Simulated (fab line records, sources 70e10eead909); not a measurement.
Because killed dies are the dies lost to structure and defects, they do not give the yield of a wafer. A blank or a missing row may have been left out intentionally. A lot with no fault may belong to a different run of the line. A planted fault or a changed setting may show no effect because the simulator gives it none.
fab line records	flow nand-harc	part 1 of 2: steps 1 to 4 of 6
[record] lots = 23	wafers = 69	last-day = 34
route steps=1302 shown A_SLIT@938 A_WL_FILL@975 A_CONTACT@985
lots untouched by any fault: they come from a run of this same line in which no faults occurred
start-h: hours from the record's first day to the start of the lot's first wafer shown	wait-h: time in hours since the lot's previous step	" the same as in the row above	L1.1+2: a row that stands for several wafers	- no value present, or no start provided	* or withheld: withheld	< > ~ a bound
route shown NAME@n: names a module that has steps shown in the file, with the first one's number in the route	usual: mean and standard deviation over wafers with no fault	same: alike in all rows	chamber/n: place in a boat	sites: the reading at each site	_std_site: standard deviation across them	_edge_site: the outer-site mean with the inner-site mean subtracted	radius-mm: for every site, how far away it sits from the centre of the wafer	mask NAME#n: copy n	behind: tool/chamber where the wafer was last shaped	hold: the reason the lot was held/the length of the hold in hours/how it ended	device: the n, p or np transistor that did not switch	end of line: the route-end tests of the same wafers	a step given without rows: its recipe and nothing more	killed: dies lost to structure and defects at the first sort, not the wafer's yield	map: a wafer's dies, x killed, . not, _ none there
set.NAME: setting as actually run; set.NAME@STEP: the setting as run at that earlier step	model.NAME: the simulator's own value behind a step, which no gauge read
steps of the route over a sample of lots; a table a step, a row a wafer
services: from which hour (start-h, from the record's first day; less than 0 if before it) a tool's chamber was out of use, for how many hours, and why
[[steps]]
[step NHARC_A_SLIT_ETCH_15]
[recipe] target-depth-a = 62000	over-etch-frac = 0.3	time-s = 1612	ion-energy-ev = 150	o2-flow-sccm = 400	cos-flow-sccm = 20	ar-flow-sccm = 0	rf-w = 500	bias-w = 300	chemistry = O2/COS
[usual] drypump-motor-current-A = 5.8/0.45	o2-flow-sccm = 399.9/1.1	oes-product-au = 0.997/0.0073	rf-vpp-V = 313.6/1.5	showerhead-plenum-p-Torr = 3.08/0.083	throttle-valve-pct = 28.330/0.0089
lot.wafer	tool	chamber	start-h	wait-h	drypump-motor-current-A	o2-flow-sccm	oes-product-au	rf-hours-counter-h	rf-vpp-V	showerhead-plenum-p-Torr	throttle-valve-pct
L075.4	rie-diel-02	2	-	-	5.8	397.2	0.997	3.8	312.4	2.94	28.329
L075.2	"	3	"	"	5.7	400.1	1.001	3.5	314.0	3.08	28.315
L075.6	"	2	"	"	5.8	398.3	1.007	-	311.3	2.94	28.327
L074.2	rie-diel-11	2	-	-	6.1	400.1	0.996	1.0	315.0	3.08	28.329
L074.4	"	0	"	"	6.4	400.6	0.997	1.4	315.6	3.25	28.343
L074.6	"	3	"	"	4.7	399.6	0.983	-	315.4	3.16	28.344
L077.2	rie-diel-06	2	-	-	6.4	400.7	0.979	8.6	312.4	3.01	28.320
L077.1	"	0	"	"	5.4	398.1	1.001	8.0	315.7	3.17	28.329
L077.4	"	3	"	"	5.8	398.8	0.988	-	314.5	3.12	28.329
L076.1	rie-diel-11	2	-	-	6.1	400.7	1.004	2.1	314.3	3.08	28.326
L076.4	"	3	"	"	4.7	399.5	1.001	2.1	313.8	3.16	28.334
L076.3	"	0	"	"	6.4	399.9	1.003	2.0	316.9	3.25	28.338
L078.4	rie-diel-06	0	-	-	5.4	400.9	1.001	0.3	314.9	3.17	28.333
L078.1	"	2	"	"	6.4	398.4	1.001	0.3	312.6	3.01	28.329
L078.6	"	0	"	"	5.4	399.7	1.000	-	313.7	3.17	28.314
L079.1	rie-diel-11	2	-	-	6.1	400.0	0.996	3.7	313.6	3.08	28.328
L079.2	"	1	"	"	5.8	399.5	1.002	3.6	313.1	3.05	28.316
L079.6	"	3	"	"	4.7	400.1	0.996	-	313.5	3.16	28.336
L080.4	rie-diel-06	0	-	-	5.4	401.0	1.005	1.5	315.8	3.17	28.334
L080.1	"	1	"	"	5.8	401.4	1.003	1.5	312.3	3.05	28.328
L080.6	"	0	"	"	5.4	402.0	0.997	-	315.1	3.17	28.344
L081.4	rie-diel-02	3	-	-	5.7	400.1	0.995	7.9	314.6	3.08	28.342
L081.2	"	0	"	"	6.4	399.8	0.986	7.4	313.9	3.09	28.317
L081.6	"	3	"	"	5.6	398.7	1.004	-	313.1	3.08	28.333
L084.1	rie-diel-02	2	-	-	5.8	401.2	0.999	10.4	311.6	2.93	28.346
L084.2	"	3	"	"	5.6	401.6	1.005	11.0	314.1	3.08	28.328
L084.6	"	2	"	"	5.8	400.9	1.002	-	311.0	2.93	28.342
L082.4	rie-diel-06	0	-	-	5.4	399.7	0.989	4.1	313.9	3.17	28.337
L082.1	"	1	"	"	5.7	399.4	0.995	3.8	314.7	3.05	28.326
L082.5	"	3	"	"	5.7	399.4	1.000	-	315.5	3.12	28.331
L083.1	rie-diel-06	2	-	-	6.4	400.4	1.000	4.4	313.1	3.01	28.315
L083.2	"	3	"	"	5.7	398.8	1.000	4.7	314.3	3.12	28.324
L083.5	"	2	"	"	6.4	399.8	0.994	-	312.5	3.01	28.324
L085.2	rie-diel-06	3	-	-	5.7	401.3	0.998	5.6	314.2	3.12	28.333
L085.1	"	0	"	"	5.4	398.5	1.008	5.3	313.6	3.17	28.322
L085.5	"	1	"	"	5.8	399.0	0.999	-	313.1	3.05	28.343
L086.1	rie-diel-11	0	-	-	6.4	398.0	1.012	7.9	315.7	3.25	28.324
L086.4	"	1	"	"	5.8	400.1	1.017	8.1	312.9	3.04	28.319
L086.5	"	3	"	"	4.7	398.2	1.008	-	314.3	3.15	28.318
L088.2	rie-diel-02	0	-	-	6.3	400.8	0.987	0.3	313.2	3.08	28.339
L088.4	"	3	"	"	5.7	400.3	1.001	0.3	313.7	3.08	28.333
L088.6	"	1	"	"	5.7	400.1	0.991	-	311.0	2.96	28.334
L089.3	rie-diel-06	1	-	-	5.8	400.5	0.996	7.0	312.9	3.05	28.330
L089.1	"	3	"	"	5.7	398.6	0.994	7.0	313.0	3.12	28.332
L089.6	"	1	"	"	5.8	400.5	1.004	-	315.0	3.05	28.338
L091.1	rie-diel-02	2	-	-	5.8	400.3	0.996	2.0	312.2	2.93	28.323
L091.4	"	1	"	"	5.7	398.7	0.988	2.5	311.5	2.96	28.324
L091.6	"	3	"	"	5.6	399.2	1.001	-	314.0	3.08	28.322
L090.1	rie-diel-02	2	-	-	5.8	400.3	1.013	3.0	311.5	2.93	28.329
L090.3	"	3	"	"	5.7	400.3	1.002	2.9	313.6	3.08	28.316
L090.6	"	1	"	"	5.6	401.7	0.986	-	312.7	2.96	28.340
L093.1	rie-diel-11	0	-	-	6.4	401.0	1.000	0.5	316.1	3.25	28.311
L093.4	"	1	"	"	5.8	397.8	1.003	0.6	312.8	3.04	28.323
L093.3	"	2	"	"	6.1	401.7	0.995	0.6	314.1	3.07	28.326
L092.4	rie-diel-02	3	-	-	5.6	401.0	0.995	4.9	313.8	3.08	28.332
L092.3	"	2	"	"	5.8	399.6	0.995	4.6	311.7	2.93	28.323
L092.6	"	0	"	"	6.3	401.7	0.988	-	312.2	3.08	28.346
L094.3	rie-diel-06	1	-	-	5.8	400.8	0.988	8.9	313.9	3.05	28.328
L094.5	"	0	"	"	5.4	396.3	0.995	-	314.5	3.17	28.331
L094.6	"	1	"	"	5.8	400.0	0.993	-	310.9	3.05	28.343
L096.2	rie-diel-02	0	-	-	6.4	400.1	0.997	7.4	313.0	3.08	28.327
L096.4	"	3	"	"	5.7	400.6	1.005	7.2	314.3	3.07	28.321
L096.6	"	1	"	"	5.7	399.7	0.993	-	311.3	2.96	28.337
L095.2	rie-diel-06	0	-	-	5.4	398.9	0.992	0.7	314.4	3.17	28.337
L095.1	"	1	"	"	5.8	400.7	0.994	0.5	312.9	3.05	28.324
L095.3	"	3	"	"	5.7	400.2	0.998	0.7	313.4	3.12	28.345
L097.6	rie-diel-11	3	-	-	4.7	399.6	0.999	-	313.7	3.15	28.318
L097.4	"	0	"	"	6.4	399.0	0.996	-	316.6	3.24	28.328
L097.5	"	1	"	"	5.7	400.8	0.997	-	312.0	3.04	28.324
[step NHARC_A_WL_FILL_ALD_19]
[recipe] target-thk-a = 20	pulse-time-s = 3	ald-cycles = 100	temp-c = 450	material = TiN
[usual] heater-power-w = 1064/78	precursor-pulse-height-rel = 1.000/0.017
lot.wafer	tool	chamber	start-h	wait-h	heater-power-w	precursor-pulse-height-rel	since-wet-clean-h
L077.1	ald-metal-01	3	498.85	0.1	1082	0.980	141
L077.2	"	0	"	"	1022	1.017	141
L077.4	"	2	"	"	1181	0.994	141
L075.4	ald-metal-04	0	498.90	0.1	1046	0.986	15
L075.2	"	2	"	"	1150	1.003	15
L075.6	"	0	"	"	1030	0.980	-
L074.2	ald-metal-02	3	501.98	0.1	986	1.006	60
L074.4	"	0	"	"	1051	1.007	60
L074.6	"	1	"	"	1059	0.999	-
L076.3	ald-metal-02	3	504.41	0.1	1010	1.018	62
L076.4	"	0	"	"	1054	1.024	62
L076.1	"	2	"	"	1172	0.996	62
L079.1	ald-metal-02	0	525.47	0.1	1070	0.989	83
L079.2	"	2	"	"	1134	0.991	83
L079.6	"	0	"	"	1054	0.974	-
L078.1	ald-metal-01	0	525.50	0.1	1034	1.021	168
L078.4	"	2	"	"	1176	1.003	168
L078.6	"	3	"	"	1052	1.031	-
L080.1	ald-metal-01	0	546.75	0.1	1001	0.986	11
L080.4	"	2	"	"	1165	1.011	11
L080.6	"	1	"	"	1063	0.984	-
L081.2	ald-metal-02	2	555.09	0.1	1125	0.983	113
L081.4	"	3	"	"	993	1.014	113
L081.6	"	0	"	"	1086	1.018	-
L082.4	ald-metal-04	3	592.32	0.1	898	1.026	108
L082.1	"	0	"	"	1042	1.015	108
L082.5	"	0	"	"	1046	1.001	-
L084.1	ald-metal-01	0	592.34	0.1	1031	1.014	56
L084.2	"	2	"	"	1178	0.997	56
L084.6	"	0	"	"	1020	0.987	-
L083.1	ald-metal-01	3	598.84	0.1	1148	0.999	63
L083.2	"	0	"	"	1039	1.047	63
L083.5	"	3	"	"	1131	0.990	-
L085.1	ald-metal-04	3	605.61	0.1	872	1.016	122
L085.2	"	0	"	"	1028	0.990	122
L085.5	"	1	"	"	1087	0.998	-
L086.1	ald-metal-01	0	612.01	0.1	1044	0.997	76
L086.4	"	2	"	"	1175	0.981	76
L086.5	"	3	"	"	1166	1.028	-
L088.2	ald-metal-04	0	612.01	0.1	1060	1.022	128
L088.4	"	1	"	"	1057	1.013	128
L088.6	"	0	"	"	1045	1.003	-
L089.1	ald-metal-04	0	629.96	0.1	1039	0.972	146
L089.3	"	1	"	"	1067	1.004	146
L089.6	"	3	"	"	897	1.004	-
L091.1	ald-metal-04	1	641.25	0.1	1061	0.989	157
L091.4	"	0	"	"	1053	1.018	157
L091.6	"	2	"	"	1140	0.992	-
L090.1	ald-metal-01	0	650.45	0.1	1021	0.972	114
L090.3	"	3	"	"	1126	0.977	115
L090.6	"	0	"	"	1022	1.006	-
L093.1	ald-metal-02	0	678.82	0.1	1022	0.985	59
L093.3	"	1	"	"	1108	0.998	59
L093.4	"	2	"	"	1128	1.013	59
L092.3	ald-metal-01	1	678.84	0.1	1046	1.005	143
L092.4	"	2	"	"	1196	1.003	143
L092.6	"	1	"	"	1048	1.018	-
L094.3	ald-metal-02	1	684.39	0.1	1092	0.977	64
L094.5	"	0	"	"	1047	1.014	-
L094.6	"	1	"	"	1121	0.966	-
L096.2	ald-metal-02	3	700.90	0.1	988	0.994	81
L096.4	"	1	"	"	1101	1.011	81
L096.6	"	3	"	"	976	1.035	-
L095.1	ald-metal-02	0	712.70	0.1	1009	1.000	93
L095.2	"	1	"	"	1100	1.019	93
L095.3	"	2	"	"	1184	0.994	93
L097.4	ald-metal-04	2	730.84	0.2	1213	0.985	69
L097.5	"	3	"	"	858	1.009	-
L097.6	"	0	"	"	1037	1.006	-
[step NHARC_A_CONTACT_DEP_28]
[recipe] target-thk-a = 70000	temp-c = 400	material = aC
[usual] throttle-valve-pct = 35.000/0.0099
lot.wafer	tool	chamber	start-h	wait-h	throttle-valve-pct
L077.1	acl-dep-01	0	501.92	1.4	34.999
L077.2	"	0	"	"	34.986
L077.4	"	0	504.03	3.5	34.997
L075.2	acl-dep-03	0	502.01	1.6	35.003
L075.4	"	0	503.42	3.0	34.998
L075.6	"	0	504.84	4.4	34.992
L074.2	acl-dep-02	0	506.66	3.0	35.013
L074.4	"	0	508.08	4.4	34.994
L074.6	"	0	509.50	5.9	34.985
L076.1	acl-dep-01	0	510.27	3.7	34.985
L076.3	"	0	511.70	5.1	34.983
L076.4	"	0	"	"	35.003
L079.1	acl-dep-02	0	527.89	1.0	35.002
L079.2	"	0	"	"	34.982
L079.6	"	0	531.42	4.5	35.004
L078.1	acl-dep-01	0	528.57	1.6	35.002
L078.4	"	0	530.69	3.7	35.002
L078.6	"	0	532.10	5.1	35.001
L080.1	acl-dep-02	0	548.85	0.4	34.997
L080.4	"	0	550.98	2.6	34.998
L080.6	"	0	552.39	4.0	34.998
L081.2	acl-dep-03	0	559.45	2.8	35.002
L081.4	"	0	560.81	4.2	35.011
L081.6	"	0	562.18	5.6	35.017
L082.1	acl-dep-03	0	594.01	0.1	35.009
L082.4	"	0	596.09	2.1	34.994
L082.5	"	0	"	"	34.990
L084.1	acl-dep-02	0	594.04	0.1	35.000
L084.2	"	0	"	"	35.009
L084.6	"	0	597.58	3.6	34.986
L083.1	acl-dep-01	0	600.52	0.2	35.002
L083.2	"	0	"	"	34.998
L083.5	"	0	603.28	3.0	35.004
L085.1	acl-dep-01	0	609.72	2.6	35.010
L085.2	"	0	"	"	35.019
L085.5	"	0	612.54	5.5	35.010
L086.1	acl-dep-01	0	623.26	9.8	34.993
L086.4	"	0	625.41	11.9	35.000
L086.5	"	0	"	"	34.992
L088.2	acl-dep-03	0	623.29	9.8	34.993
L088.4	"	0	624.70	11.2	35.011
L088.6	"	0	626.11	12.7	35.010
L089.1	acl-dep-01	0	634.99	3.6	34.990
L089.3	"	0	636.41	5.0	34.998
L089.6	"	0	638.54	7.2	35.006
L091.1	acl-dep-02	0	647.65	4.9	34.987
L091.4	"	0	649.72	7.0	35.023
L091.6	"	0	651.10	8.4	34.998
L090.1	acl-dep-01	0	653.82	1.9	35.017
L090.3	"	0	655.27	3.4	34.982
L090.6	"	0	657.45	5.5	35.010
L093.1	acl-dep-01	0	681.82	1.5	34.991
L093.3	"	0	683.22	2.9	35.019
L093.4	"	0	"	"	34.989
L092.3	acl-dep-03	0	683.33	3.0	34.997
L092.4	"	0	"	"	35.003
L092.6	"	0	685.42	5.1	34.994
L094.3	acl-dep-02	0	687.30	1.5	34.980
L094.5	"	0	688.71	2.9	34.984
L094.6	"	0	"	"	35.000
L096.2	acl-dep-02	0	703.13	0.8	35.014
L096.4	"	0	704.56	2.2	34.981
L096.6	"	0	705.99	3.6	34.996
L095.1	acl-dep-03	0	715.00	0.8	35.005
L095.2	"	0	"	"	34.998
L095.3	"	0	"	"	35.003
L097.4	acl-dep-02	0	734.45	2.2	34.989
L097.5	"	0	"	"	35.004
L097.6	"	0	"	"	35.003
[step NHARC_A_CONTACT_INSPECT_44]
[usual] raw-defect-count = 77/35
lot.wafer	tool	chamber	start-h	wait-h	raw-defect-count
L075.2	defect-inspect-01	-	506.44	0.0	95
L075.4	"	-	"	"	93
L075.6	"	-	"	"	100
L077.1	defect-inspect-02	-	506.88	0.0	113
L077.2	"	-	"	"	92
L077.4	"	-	"	"	107
L074.2	defect-inspect-02	-	511.08	0.0	56
L074.4	"	-	"	"	62
L074.6	"	-	"	"	74
L076.1	defect-inspect-02	-	515.42	0.0	117
L076.3	"	-	"	"	99
L076.4	"	-	"	"	106
L079.1	defect-inspect-01	-	532.99	0.0	96
L079.2	"	-	"	"	101
L079.6	"	-	"	"	109
L078.1	defect-inspect-02	-	533.67	0.0	71
L078.4	"	-	"	"	68
L078.6	"	-	"	"	77
L080.1	defect-inspect-02	-	553.90	0.0	59
L080.4	"	-	"	"	60
L080.6	"	-	"	"	61
L081.2	defect-inspect-01	-	563.60	0.0	146
L081.4	"	-	"	"	160
L081.6	"	-	"	"	153
L082.1	defect-inspect-02	-	599.04	0.0	138
L082.4	"	-	"	"	122
L082.5	"	-	"	"	112
L084.1	defect-inspect-02	-	599.33	0.0	67
L084.2	"	-	"	"	54
L084.6	"	-	"	"	70
L083.1	defect-inspect-02	-	605.40	0.0	93
L083.2	"	-	"	"	122
L083.5	"	-	"	"	120
L085.1	defect-inspect-01	-	614.81	0.0	67
L085.2	"	-	"	"	79
L085.5	"	-	"	"	74
L088.2	defect-inspect-01	-	627.68	0.0	98
L088.4	"	-	"	"	95
L088.6	"	-	"	"	85
L086.1	defect-inspect-02	-	628.30	0.0	45
L086.4	"	-	"	"	43
L086.5	"	-	"	"	44
L089.1	defect-inspect-01	-	640.07	0.0	14
L089.3	"	-	"	"	17
L089.6	"	-	"	"	28
L091.1	defect-inspect-02	-	652.65	0.0	29
L091.4	"	-	"	"	19
L091.6	"	-	"	"	28
L090.1	defect-inspect-02	-	659.04	0.0	102
L090.3	"	-	"	"	96
L090.6	"	-	"	"	103
L093.1	defect-inspect-01	-	686.90	0.0	31
L093.3	"	-	"	"	30
L093.4	"	-	"	"	20
L092.3	defect-inspect-02	-	687.05	0.0	129
L092.4	"	-	"	"	118
L092.6	"	-	"	"	115
L094.3	defect-inspect-01	-	691.00	0.0	71
L094.5	"	-	"	"	67
L094.6	"	-	"	"	64
L096.2	defect-inspect-02	-	707.58	0.0	79
L096.4	"	-	"	"	79
L096.6	"	-	"	"	78
L095.1	defect-inspect-02	-	720.17	0.0	24
L095.2	"	-	"	"	19
L095.3	"	-	"	"	20
L097.4	defect-inspect-01	-	737.46	0.0	55
L097.5	"	-	"	"	50
L097.6	"	-	"	"	40
